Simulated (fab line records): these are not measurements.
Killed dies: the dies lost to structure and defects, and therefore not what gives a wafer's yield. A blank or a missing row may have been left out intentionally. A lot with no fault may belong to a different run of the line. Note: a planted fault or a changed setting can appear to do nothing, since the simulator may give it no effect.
Problem report in the 8D (eight disciplines) form, filled by code	flow nand-harc	the parts of the form that need people (team, actions taken, sign-off) are left out

1. THE PROBLEM
Mean of cd-nm at NHARC_A_M1_CD_MEAS_09: 132.6 nm over 2 wafers from 1 lot, against 120.5 nm (standard deviation 0.76) on wafers with no fault. That puts it +16 standard deviations away from the usual mean.
The step: target cd 120 nm.
The first sign was on wafer L454.1 at day 20 21:03, on cd-sem-02. Wafers with a number at this step in the record: 33, from 11 lots. Rule for "out", or "out of limits": more than 4 standard deviations from the usual mean. All remaining wafers that have a number are taken as sound.

2. WHAT THIS IS AND IS NOT
question	is	is not
which readings at this step	cd-nm	-
which lots	L454	L441, L442, L443, L449, L450, L452, L457, L458, L460, L462
which wafers of those lots	L454.1, L454.6	L454.4
read on which gauges	cd-sem-02	cd-sem-01, cd-sem-03
when	from day 20 21:03	up to then (16 sound wafers); but 15 sound wafers of L452, L457, L458, L460, L462 came after

3. SUSPECTS, AND WHAT RULES EACH OUT
Counting: if a tool at a process step up to the reading ran every lot that is out, it stays a suspect. Sound lots after the first of them don't rule it out here, since some wafers of a struck lot are sound.
- the gauge at NHARC_A_M1_CD_MEAS_09: kept. All the wafers that are out were read on cd-sem-02, and no step on other tools shows them out.
- arfi-scanner-03 at NHARC_A_M1_EXPOSE_06 (exposes mask A M1, target cd 120 nm): kept. L454, the lot that is out, went through it at day 20 20:55; up to then, the latest sound lot through it was L450 at day 20 06:47.
Remaining after the count are arfi-scanner-03 at NHARC_A_M1_EXPOSE_06 and cd-sem-02 at NHARC_A_M1_CD_MEAS_09.

4. THE CAUSE (what the simulator had put in)
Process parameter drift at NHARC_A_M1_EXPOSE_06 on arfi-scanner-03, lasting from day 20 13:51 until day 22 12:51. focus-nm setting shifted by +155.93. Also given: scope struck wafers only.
2 suspects survive the count, and this tool is in that group.

5. THE CHAIN OF EFFECTS, in route order
Each row: a reading where the mean over the struck wafers with a number is more than 3 standard deviations away from the usual. Only readings for which the record gives a usual standard deviation are gone through. hours: the time from each lot's start at the first step in this table that gives one to its start at this step, as a median over the lots. sigmas: the change in usual standard deviations.
hours	step	reading	usual	on struck wafers	change	sigmas
0	NHARC_A_M1_CD_MEAS_09	cd-nm	120.5 nm	132.6	+12.1	+16
At these later measuring or inspecting steps, every struck wafer for which the step has a row has a number for every such reading, and none has moved that far: NHARC_A_M1_OVL_MEAS_10, NHARC_END_SORT_01.

6. HOW IT WOULD HAVE BEEN CAUGHT EARLIER
7 hours passed between the start of the fault at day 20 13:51 and the first reading out of limits at a measuring or inspecting step in this record, taken at day 20 21:03.
Of the tool readings at NHARC_A_M1_EXPOSE_06 for which the record gives a usual standard deviation, none was out on any struck wafer, so an alarm limit of 4 standard deviations on them would not have fired.
Lots out: 1; all had begun NHARC_A_M1_EXPOSE_06 on arfi-scanner-03 by day 20 21:03. A hold on the tool at that time would have spared none of them.
